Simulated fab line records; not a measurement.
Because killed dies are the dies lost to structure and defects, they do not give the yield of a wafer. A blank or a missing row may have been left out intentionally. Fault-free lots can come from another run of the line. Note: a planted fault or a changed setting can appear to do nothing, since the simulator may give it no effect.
fab line records	flow n5-finfet
record: lots: 7	wafers: 21
route steps=1938 shown BEOL_M1@800 BEOL_M3@959 BEOL_M4@1059 BEOL_M5@1130 BEOL_M6@1197
start-h: start of the lot's first displayed wafer, in hours after the record's first day	wait-h: time in hours since the lot's previous step	" unchanged from the row above	L1.1+2: a row that stands for several wafers	- no value, or no start was given	* or withheld: withheld	< > ~ a bound
route shown NAME@n: names a module that has steps shown in the file, with the first one's number in the route	usual: average and standard deviation across the fault-free wafers	same: alike in all rows	chamber/n: place in a boat	sites: the reading at each site	_std_site: standard deviation of those values	_edge_site: inner sites' mean taken away from outer sites' mean	radius-mm: for every site, how far away it sits from the centre of the wafer	mask NAME#n: copy n	behind: the most recent tool/chamber to have shaped the wafer	hold: why the lot was held/for how many hours/how that ended	device: which transistor (n, p or np) failed to switch	end of line: tests run on the same wafers once the route is complete	a step given without rows: its recipe and nothing more	killed: dies lost to structure and defects at the first sort, not the wafer's yield	map: the dies of a wafer, with x for killed, . for not killed, _ for no die there
set.NAME: the setting the step ran with; set.NAME@STEP: the setting that earlier step ran with	model.NAME: the simulator's own value behind a step, which no gauge read
one table per step and one row per wafer, for lots whose settings were changed on purpose
== steps ==
step: N5_BEOL_M1_TRENCH_ETCH_37
recipe: chemistry: C4F6/O2	target-depth-a: 552.07	target: SiOC	time-s: 29	ion-energy-ev: 250	pressure-mtorr: 30	source-w: 355	bias-w: 185	Ar_flow_sccm: 300	C4F6_flow_sccm: 10	O2_flow_sccm: 10
lot.wafer	tool	chamber	start-h	wait-h	set.time-s	model.etch.depth-nm	model.BEOL_M1.feature-depth-nm
L076.2	rie-diel-05	0	-	-	29	56.78	56.8
L076.3	"	3	"	"	29	54.65	54.6
L076.4	"	2	"	"	29	57.22	57.2
L078.2	rie-diel-03	0	-	-	29	55.25	55.2
L078.3	"	3	"	"	23.56	45.14	45.2
L078.5	"	3	"	"	29	55.77	55.8
L079.2	rie-diel-06	1	-	-	29	53.41	53.4
L079.3	"	2	"	"	29	53.55	53.6
L079.5	"	1	"	"	29	53.64	53.6
L080.4	rie-diel-06	0	-	-	23.01	43.06	43
L080.5	"	0	"	"	23.01	43.13	43.2
L080.6	"	1	"	"	29	53.72	53.8
L093.1	rie-diel-06	1	-	-	29	54.32	54.4
L093.3	"	2	"	"	29	54.13	54.2
L093.6	"	3	"	"	29	55.75	55.8
L094.3	rie-diel-03	3	-	-	29	56.06	56
L094.4	"	3	"	"	29	56.3	56.2
L094.5	"	1	"	"	32.02	61.8	61.8
L095.2	rie-diel-06	0	-	-	25.69	49.31	49.4
L095.3	"	2	"	"	25.69	48.17	48.2
L095.4	"	3	"	"	29	56.2	56.2
step: N5_BEOL_M1_ETCH_41
recipe: chemistry: CH3F/O2	target: SiCN	target-depth-a: 319	taper-deg: 2	time-s: 57.8	ion-energy-ev: 120	mask-material: TiN	pressure-mtorr: 30	source-w: 395	bias-w: 75	Ar_flow_sccm: 150	CH3F_flow_sccm: 30	O2_flow_sccm: 20
step: N5_BEOL_M1_STRIP_97
recipe: chemistry: N2/H2	time-s: 10	power-w: 450	temp-c: 40	pressure-mtorr: 20	rf-frequency-hz: 6e+07	bias-power-w: 7	n2-flow-sccm: 200	h2-flow-sccm: 200
step: N5_BEOL_M1_OCD_MEAS_38
usual: trench-depth-nm: 55.3/1.2
lot.wafer	tool	chamber	start-h	wait-h	set.time-s@BEOL_M1_TRENCH_ETCH_37	trench-depth-nm
L076.2	ocd-01	-	142.09	-	29	56.9
L076.3	"	-	"	"	29	54.6
L076.4	"	-	"	"	29	57.0
L078.2	ocd-01	-	152.29	-	29	55.1
L078.3	"	-	"	"	23.56	45.0
L078.5	"	-	"	"	29	55.9
L079.2	ocd-01	-	156.74	-	29	53.5
L079.3	"	-	"	"	29	53.3
L079.5	"	-	"	"	29	53.6
L080.4	ocd-01	-	160.00	-	23.01	42.6
L080.5	"	-	"	"	23.01	43.4
L080.6	"	-	"	"	29	54.2
L093.1	ocd-01	-	241.57	-	29	54.2
L093.3	"	-	"	"	29	54.0
L093.6	"	-	"	"	29	55.2
L094.3	ocd-02	-	241.62	-	29	56.1
L094.4	"	-	"	"	29	56.4
L094.5	"	-	"	"	32.02	61.6
L095.2	ocd-01	-	261.58	-	25.69	49.2
L095.3	"	-	"	"	25.69	48.4
L095.4	"	-	"	"	29	57.0
step: N5_BEOL_M3_COAT_76
recipe: resist: underlayer	temp-c: 205	time-s: 60	spin-rpm: 1500	resist-thk-nm: 5
lot.wafer	tool	chamber	start-h	wait-h	set.spin-rpm
L076.2	litho-track-03	0	-	-	1500
L076.3+4	"	0	"	"	1549
L078.2	litho-track-02	0	-	-	1362
L078.3+5	"	0	"	"	1500
L079.2	litho-track-03	0	-	-	1500
L079.3+5	"	0	"	"	1445
L080.4+5	litho-track-02	0	-	-	1419
L080.6	"	0	"	"	1500
L093.1+3+6	litho-track-05	0	-	-	1500
L094.3+5	litho-track-02	0	-	-	1396
L094.4	"	0	"	"	1500
L095.2+3	litho-track-02	0	-	-	1500
L095.4	"	0	"	"	1358
step: N5_BEOL_M3_ETCH_77
recipe: chemistry: N2/H2	target: underlayer	target-depth-a: 65	mask-material: CAR-EUV	time-s: 5.2	ion-energy-ev: 200	pressure-mtorr: 30	source-w: 840	bias-w: 150	n2-flow-sccm: 200	h2-flow-sccm: 200	ends: cleared
lot.wafer	tool	chamber	start-h	wait-h	set.h2-flow-sccm	set.spin-rpm@BEOL_M3_COAT_76	model.etch.depth-nm
L076.2	rie-diel-05	1	162.47	0.0	210.3	1500	4.997
L076.3	"	0	"	"	200	1549	4.909
L076.4	"	3	"	"	210.3	1549	4.931
L078.2	rie-diel-06	3	168.43	0.0	186.7	1362	5.234
L078.3	"	1	"	"	200	1500	4.981
L078.5	"	0	"	"	200	1500	4.984
L079.2	rie-diel-03	0	173.30	0.0	190.4	1500	5.015
L079.3	"	2	"	"	200	1445	5.092
L079.5	"	3	"	"	190.4	1445	5.094
L080.4	rie-diel-03	0	177.06	0.0	195.4	1419	5.129
L080.5	"	2	"	"	200	1419	5.129
L080.6	"	3	"	"	200	1500	4.994
L093.1	rie-diel-05	0	264.26	0.0	200	1500	5.008
L093.3	"	3	"	"	200	1500	5.016
L093.6	"	0	"	"	200	1500	5.021
L094.3	rie-diel-05	3	267.09	0.0	186.8	1396	5.198
L094.4	"	2	"	"	200	1500	5.014
L094.5	"	2	"	"	186.8	1396	5.209
L095.2	rie-diel-06	2	276.40	0.0	200	1500	4.998
L095.3	"	3	"	"	200	1500	5
L095.4	"	1	"	"	200	1358	5.254
step: N5_BEOL_M3_TRENCH_ETCH_37
recipe: chemistry: C4F6/O2	target-depth-a: 555.55	target: SiOC	time-s: 29.2	ion-energy-ev: 250	pressure-mtorr: 30	source-w: 355	bias-w: 185	Ar_flow_sccm: 300	C4F6_flow_sccm: 10	O2_flow_sccm: 10
usual: rf-vpp-V: 668/12
lot.wafer	tool	chamber	start-h	wait-h	set.source-w	rf-vpp-V
L076.2	rie-diel-03	0	-	-	313.5	721
L076.3	"	1	"	"	355	670
L076.4	"	2	"	"	355	673
L078.2	rie-diel-06	3	-	-	306.1	708
L078.3	"	1	"	"	306.1	730
L078.5	"	0	"	"	355	650
L079.2	rie-diel-06	1	-	-	355	677
L079.3	"	3	"	"	355	656
L079.5	"	0	"	"	355	649
L080.4	rie-diel-03	2	-	-	355	674
L080.5	"	3	"	"	355	655
L080.6	"	2	"	"	355	674
L093.1	rie-diel-05	2	-	-	355	664
L093.3	"	3	"	"	355	691
L093.6	"	1	"	"	355	686
L094.3	rie-diel-03	3	-	-	412.2	608
L094.4	"	1	"	"	412.2	622
L094.5	"	3	"	"	355	654
L095.2	rie-diel-03	2	-	-	412.9	626
L095.3	"	1	"	"	412.9	621
L095.4	"	0	"	"	412.9	625
step: N5_BEOL_M4_DESCUM_33
recipe: chemistry: O2	time-s: 7	source-power-w: 50	bias-power-w: 20	pressure-mtorr: 20	rf-frequency-hz: 2.712e+07	temp-c: 40	resist: CAR-EUV	o2-flow-sccm: 225
lot.wafer	tool	chamber	start-h	wait-h	set.time-s	model.CAR-EUV_of_BEOL_M4_COAT_22.thk-nm
L076.2	rie-diel-01	0	169.60	0.0	7	26.2
L076.3	"	3	"	"	7	26
L076.4	"	1	"	"	5.484	27
L078.2	rie-diel-04	1	178.02	0.1	5.671	27
L078.3	"	2	"	"	5.671	26.8
L078.5	"	1	"	"	7	26.2
L079.2+3	rie-diel-04	0,2	185.58	0.0	7	26
L079.5	"	1	"	"	5.698	26.8
L080.4	rie-diel-02	1	185.83	0.0	7	26.2
L080.5	"	0	"	"	7.832	25.6
L080.6	"	1	"	"	7	26
L093.1+3+6	rie-diel-02	2,0,2	272.91	0.0	7	26
L094.3+5	rie-diel-04	0,3	276.12	0.0	6.509	26.4
L094.4	"	3	"	"	7	26.2
L095.2	rie-diel-04	0	283.76	0.0	5.681	26.8
L095.3+4	"	3,1	"	"	7	26
step: N5_BEOL_M4_ETCH_77
recipe: chemistry: N2/H2	target: underlayer	target-depth-a: 65	mask-material: CAR-EUV	time-s: 5.2	ion-energy-ev: 200	pressure-mtorr: 30	source-w: 840	bias-w: 150	n2-flow-sccm: 200	h2-flow-sccm: 200	ends: cleared
lot.wafer	tool	chamber	start-h	wait-h	set.time-s@BEOL_M4_DESCUM_33	model.CAR-EUV_of_BEOL_M4_COAT_22.thk-nm
L076.2	rie-diel-01	0	169.64	0.0	7	20.4
L076.3	"	3	"	"	7	20.2
L076.4	"	1	"	"	5.484	21.2
L078.2	rie-diel-04	1	178.06	0.0	5.671	21.2
L078.3	"	2	"	"	5.671	21
L078.5	"	1	"	"	7	20.6
L079.2+3	rie-diel-04	0,2	185.62	0.0	7	20.4
L079.5	"	1	"	"	5.698	21
L080.4+6	rie-diel-02	1	185.87	0.0	7	20.4
L080.5	"	0	"	"	7.832	19.8
L093.1+3+6	rie-diel-02	2,0,2	272.94	0.0	7	20.2
L094.3	rie-diel-04	0	276.15	0.0	6.509	20.6
L094.4	"	3	"	"	7	20.4
L094.5	"	3	"	"	6.509	20.8
L095.2	rie-diel-04	0	283.80	0.0	5.681	21.2
L095.3+4	"	3,1	"	"	7	20.4
step: N5_BEOL_M4_ETCH_69
recipe: chemistry: CF4	target: SiARC	target-depth-a: 156	mask-material: CAR-EUV	time-s: 26	ion-energy-ev: 80	pressure-mtorr: 40	source-w: 545	bias-w: 36	Ar_flow_sccm: 100	cf4-flow-sccm: 100	ends: cleared
lot.wafer	tool	chamber	start-h	wait-h	set.time-s@BEOL_M4_DESCUM_33	model.CAR-EUV_of_BEOL_M4_COAT_22.thk-nm
L076.2	rie-diel-01	0	169.66	0.0	7	11.2
L076.3	"	3	"	"	7	11
L076.4	"	1	"	"	5.484	12
L078.2	rie-diel-04	1	178.08	0.0	5.671	12
L078.3	"	2	"	"	5.671	11.8
L078.5	"	1	"	"	7	11.4
L079.2+3	rie-diel-04	0,2	185.63	0.0	7	11.2
L079.5	"	1	"	"	5.698	11.8
L080.4+6	rie-diel-02	1	185.88	0.0	7	11.2
L080.5	"	0	"	"	7.832	10.8
L093.1+3+6	rie-diel-02	2,0,2	272.96	0.0	7	11
L094.3	rie-diel-04	0	276.17	0.0	6.509	11.4
L094.4	"	3	"	"	7	11.2
L094.5	"	3	"	"	6.509	11.6
L095.2	rie-diel-04	0	283.81	0.0	5.681	11.8
L095.3	"	3	"	"	7	11.2
L095.4	"	1	"	"	7	11
step: N5_BEOL_M4_ALD_98
recipe: material: SiO2	target-thk-a: 25	temp-c: 100	ald-precursor-family: BDEAS	ald-co-reactant: O2-plasma	pulse-time-s: 1	co-reactant-pulse-time-s: 1	purge-time-s: 2	co-reactant-purge-time-s: 2	ald-cycles: 17	pressure-torr: 2
step: N5_BEOL_M4_ETCHBACK_99
recipe: chemistry: CHF3	target: SiO2	target-depth-a: 50	time-s: 10.4	source-w: 215	bias-w: 47	Ar_flow_sccm: 200	CHF3_flow_sccm: 12	ion-energy-ev: 100	pressure-mtorr: 30
lot.wafer	tool	chamber	start-h	wait-h	set.time-s@BEOL_M4_DESCUM_33	model.CAR-EUV_of_BEOL_M4_COAT_22.thk-nm
L076.2+3	rie-diel-04	2,3	175.18	5.4	7	10.4
L076.4	"	0	"	"	5.484	11.2
L078.2	rie-diel-02	0	178.76	0.1	5.671	11.4
L078.3	"	3	"	"	5.671	11.2
L078.5	"	3	"	"	7	10.6
L079.2+3	rie-diel-02	1,3	187.01	1.0	7	10.4
L079.5	"	2	"	"	5.698	11.2
L080.4+6	rie-diel-02	0,2	190.71	4.6	7	10.4
L080.5	"	1	"	"	7.832	10
L093.1+3+6	rie-diel-04	1,3,1	274.33	0.3	7	10.4
L094.3+5	rie-diel-04	3,0	277.10	0.4	6.509	10.8
L094.4	"	1	"	"	7	10.6
L095.2	rie-diel-04	2	285.35	1.4	5.681	11.2
L095.3+4	"	1,3	"	"	7	10.4
step: N5_BEOL_M5_ETCH_72
recipe: chemistry: N2/H2	target: underlayer	target-depth-a: 65	mask-material: CAR-EUV	time-s: 5.2	ion-energy-ev: 200	pressure-mtorr: 30	source-w: 840	bias-w: 150	n2-flow-sccm: 200	h2-flow-sccm: 200	ends: cleared
usual: rf-vpp-V: 524.3/2.6
lot.wafer	tool	chamber	start-h	wait-h	set.source-w	rf-vpp-V
L076.2	rie-diel-06	2	184.25	0.0	840	525.3
L076.3	"	1	"	"	889.4	515.2
L076.4	"	0	"	"	840	525.4
L078.2	rie-diel-03	0	189.07	0.0	840	524.2
L078.3	"	1	"	"	840	520.0
L078.5	"	3	"	"	931.4	504.3
L079.2	rie-diel-05	0	195.31	0.0	840	520.3
L079.3	"	1	"	"	927.8	507.9
L079.5	"	1	"	"	927.8	504.7
L080.4	rie-diel-06	3	199.31	0.0	738.3	549.5
L080.5	"	3	"	"	738.3	548.1
L080.6	"	0	"	"	738.3	546.0
L093.1	rie-diel-06	1	283.01	0.0	840	525.6
L093.3	"	3	"	"	840	525.9
L093.6	"	2	"	"	840	522.5
L094.3	rie-diel-06	3	285.98	0.0	840	525.3
L094.4	"	2	"	"	840	521.5
L094.5	"	3	"	"	840	523.6
L095.2	rie-diel-05	0	294.93	0.0	840	520.0
L095.3	"	1	"	"	840	524.3
L095.4	"	2	"	"	840	523.0
step: N5_BEOL_M5_COAT_74
recipe: resist: underlayer	temp-c: 205	time-s: 60	spin-rpm: 1500	resist-thk-nm: 5
lot.wafer	tool	chamber	start-h	wait-h	set.spin-rpm
L076.2+4	litho-track-02	0	-	-	1500
L076.3	"	0	"	"	1446
L078.2	litho-track-01	0	-	-	1604
L078.3+5	"	0	"	"	1500
L079.2+3+5	litho-track-01	0	-	-	1500
L080.4+6	litho-track-01	0	-	-	1500
L080.5	"	0	"	"	1333
L093.1+3+6	litho-track-01	0	-	-	1500
L094.3+5	litho-track-02	0	-	-	1404
L094.4	"	0	"	"	1500
L095.2+3	litho-track-02	0	-	-	1358
L095.4	"	0	"	"	1500
step: N5_BEOL_M5_COAT_22
recipe: resist: CAR-EUV	spin-rpm: 1500	resist-thk-nm: 30
step: N5_BEOL_M5_EBR_24
recipe: solvent: PGMEA	ebr-width-mm: 1.5
step: N5_BEOL_M5_DESCUM_33
recipe: chemistry: O2	time-s: 7	source-power-w: 50	bias-power-w: 20	pressure-mtorr: 20	rf-frequency-hz: 2.712e+07	temp-c: 40	resist: CAR-EUV	o2-flow-sccm: 225
step: N5_BEOL_M5_ETCH_75
recipe: chemistry: N2/H2	target: underlayer	target-depth-a: 65	mask-material: CAR-EUV	time-s: 5.2	ion-energy-ev: 200	pressure-mtorr: 30	source-w: 840	bias-w: 150	n2-flow-sccm: 200	h2-flow-sccm: 200	ends: cleared
lot.wafer	tool	chamber	start-h	wait-h	set.spin-rpm@BEOL_M5_COAT_74	model.etch.depth-nm
L076.2	rie-diel-06	1	185.23	0.0	1500	4.979
L076.3	"	2	"	"	1446	5.085
L076.4	"	3	"	"	1500	4.985
L078.2	rie-diel-05	2	191.34	0.0	1604	4.828
L078.3	"	3	"	"	1500	4.997
L078.5	"	2	"	"	1500	4.988
L079.2	rie-diel-05	2	197.82	0.0	1500	5.003
L079.3	"	1	"	"	1500	5
L079.5	"	0	"	"	1500	5.01
L080.4	rie-diel-03	1	200.45	0.0	1500	5.027
L080.5	"	2	"	"	1333	5.317
L080.6	"	3	"	"	1500	5.012
L093.1	rie-diel-03	0	284.13	0.0	1500	5.012
L093.3	"	3	"	"	1500	5.018
L093.6	"	1	"	"	1500	5.01
L094.3	rie-diel-06	1	289.82	0.0	1404	5.198
L094.4	"	3	"	"	1500	5.026
L094.5	"	1	"	"	1404	5.202
L095.2	rie-diel-03	3	296.50	0.0	1358	5.23
L095.3	"	0	"	"	1358	5.245
L095.4	"	1	"	"	1500	4.995
step: N5_BEOL_M6_PECVD_70
recipe: material: SiO2	target-thk-a: 200	temp-c: 400	precursor: TEOS/O2	pressure-torr: 5.5	rf-w: 450	teos-flow-sccm: 53.8	gas: O2	flow-sccm: 3000	time-s: 22.7
lot.wafer	tool	chamber	start-h	wait-h	set.time-s	model.SiO2_of_BEOL_M6_PECVD_70.thk-nm
L076.2	pecvd-01	1	193.14	0.0	25.23	22.2
L076.3	"	2	"	"	25.23	22
L076.4	"	1	"	"	22.7	20
L078.2+3	pecvd-01	1,2	200.11	0.0	22.7	20
L078.5	"	0	"	"	22.7	20.6
L079.2	pecvd-03	0	205.98	0.1	22.7	19.8
L079.3	"	0	"	"	22.7	20
L079.5	"	0	"	"	24.07	21
L080.4	pecvd-01	0	209.26	0.1	22.7	20.2
L080.5	"	2	"	"	26.02	23
L080.6	"	1	"	"	22.7	20
L093.1	pecvd-01	0	292.53	0.0	22.7	20
L093.3	"	2	"	"	22.7	19.8
L093.6	"	1	"	"	22.7	20.2
L094.3	pecvd-03	0	297.90	0.0	22.7	19.8
L094.4+5	"	1,0	"	"	24.15	21.2
L095.2	pecvd-01	2	305.19	0.0	22.7	19.6
L095.3	"	1	"	"	22.7	20
L095.4	"	1	"	"	22.7	20.2
step: N5_BEOL_M6_COAT_64
recipe: resist: SiARC	temp-c: 220	time-s: 60	spin-rpm: 1500	resist-thk-nm: 12
lot.wafer	tool	chamber	start-h	wait-h	set.spin-rpm	model.SiARC_of_BEOL_M6_COAT_64.thk-nm
L076.2	litho-track-02	0	-	-	1500	12
L076.3+4	"	0	"	"	1431	12.2
L078.2	litho-track-05	0	-	-	1354	12.6
L078.3+5	"	0	"	"	1500	12
L079.2	litho-track-04	0	-	-	1427	12.2
L079.3+5	"	0	"	"	1500	12
L080.4+5	litho-track-04	0	-	-	1500	12
L080.6	"	0	"	"	1630	11.4
L093.1+3+6	litho-track-02	0	-	-	1500	12
L094.3+4	litho-track-04	0	-	-	1428	12.2
L094.5	"	0	"	"	1500	12
L095.2+4	litho-track-04	0	-	-	1500	12
L095.3	"	0	"	"	1335	12.8
== key ==
split: step: N5_BEOL_M1_TRENCH_ETCH_37	setting: time-s	stated: 29	by: wafer
response: step: N5_BEOL_M1_TRENCH_ETCH_37	reading: model.etch.depth-nm	change: +0.548	per: 1%	r: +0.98
response: step: N5_BEOL_M1_TRENCH_ETCH_37	reading: model.BEOL_M1.feature-depth-nm	change: +0.549	per: 1%	r: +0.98
response: step: N5_BEOL_M1_OCD_MEAS_38	reading: trench-depth-nm	change: +0.568	per: 1%	r: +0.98
split: step: N5_BEOL_M3_COAT_76	setting: spin-rpm	stated: 1500	by: wafer
response: step: N5_BEOL_M3_ETCH_77	reading: model.etch.depth-nm	change: -0.0265	per: 1%	r: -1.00
split: step: N5_BEOL_M3_ETCH_77	setting: h2-flow-sccm	stated: 200	by: wafer
response none clear
split: step: N5_BEOL_M3_TRENCH_ETCH_37	setting: source-w	stated: 355	by: wafer
response: step: N5_BEOL_M3_TRENCH_ETCH_37	reading: rf-vpp-V	change: -3.7	per: 1%	r: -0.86
split: step: N5_BEOL_M4_DESCUM_33	setting: time-s	stated: 7	by: wafer
response: step: N5_BEOL_M4_DESCUM_33	reading: model.CAR-EUV_of_BEOL_M4_COAT_22.thk-nm	change: -0.0407	per: 1%	r: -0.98
response: step: N5_BEOL_M4_ETCH_77	reading: model.CAR-EUV_of_BEOL_M4_COAT_22.thk-nm	change: -0.0375	per: 1%	r: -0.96
response: step: N5_BEOL_M4_ETCH_69	reading: model.CAR-EUV_of_BEOL_M4_COAT_22.thk-nm	change: -0.035	per: 1%	r: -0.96
response: step: N5_BEOL_M4_ETCHBACK_99	reading: model.CAR-EUV_of_BEOL_M4_COAT_22.thk-nm	change: -0.0388	per: 1%	r: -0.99
split: step: N5_BEOL_M5_ETCH_72	setting: source-w	stated: 840	by: wafer
response: step: N5_BEOL_M5_ETCH_72	reading: rf-vpp-V	change: -1.52	per: 1%	r: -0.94
split: step: N5_BEOL_M5_COAT_74	setting: spin-rpm	stated: 1500	by: wafer
response: step: N5_BEOL_M5_ETCH_75	reading: model.etch.depth-nm	change: -0.0261	per: 1%	r: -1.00
split: step: N5_BEOL_M6_PECVD_70	setting: time-s	stated: 22.7	by: wafer
response: step: N5_BEOL_M6_PECVD_70	reading: model.SiO2_of_BEOL_M6_PECVD_70.thk-nm	change: +0.196	per: 1%	r: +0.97
split: step: N5_BEOL_M6_COAT_64	setting: spin-rpm	stated: 1500	by: wafer
response: step: N5_BEOL_M6_COAT_64	reading: model.SiARC_of_BEOL_M6_COAT_64.thk-nm	change: -0.0633	per: 1%	r: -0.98
